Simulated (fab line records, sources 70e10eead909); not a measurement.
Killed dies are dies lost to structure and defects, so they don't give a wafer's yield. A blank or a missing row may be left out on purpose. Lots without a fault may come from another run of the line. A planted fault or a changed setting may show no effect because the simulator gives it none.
Chamber matching | flow nand_harc | NHARC_THIN_TSV_DESCUM_14 on rie_diel-13: 4 sister chambers
The step chemistry O2, time 3 s. 7 wafers are shown with their chamber, then 7 later ones without.

WAFERS WITH THEIR CHAMBER
wafer  | chamber | drypump_motor_current_A (A) | oes_product_au (a.u.)
L851.6 | 1       | 4.9                         | 0.981
L852.1 | 1       | 4.8                         | 0.978
L852.6 | 2       | 5.1                         | 0.981
L853.4 | 0       | 5.1                         | 0.995
L853.5 | 3       | 5.8                         | 0.980
L855.2 | 3       | 5.8                         | 0.970
L855.5 | 0       | 5.1                         | 0.985

WAFERS WITHOUT THEIR CHAMBER
wafer  | drypump_motor_current_A (A) | oes_product_au (a.u.)
L855.6 | 4.9                         | 0.971
L856.3 | 5.1                         | 1.003
L856.4 | 4.8                         | 0.983
L856.5 | 5.1                         | 0.986
L867.1 | 5.1                         | 0.973
L867.3 | 5.8                         | 0.993
L867.5 | 5.2                         | 0.979

WHICH CHAMBER EACH WENT THROUGH
wafer  | from the rows above     | in truth
L855.6 | 1                       | 1
L856.3 | can't be placed: 0 or 2 | 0
L856.4 | 1                       | 1
L856.5 | can't be placed: 0 or 2 | 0
L867.1 | can't be placed: 2 or 0 | 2
L867.3 | 3                       | 3
L867.5 | can't be placed: 2 or 0 | 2
Placed correctly: 3 of 7. Can't be placed from these rows: 4 (the true chamber is among the candidates in 4). Placed wrongly: 0.
How it was worked out, from the rows above alone: a wafer's distance from a chamber is the root of the sum, over the readings, of the square of ((its reading less the chamber's mean) divided by the reading's scatter). The wafer belongs to the nearest chamber; if the next one is less than 2 further off, it can't be placed. A chamber's mean is the mean of its shown wafers. The scatter: the root of (the sum of the squares of (reading less its chamber's mean) over the shown wafers, divided by (wafers less chambers)).
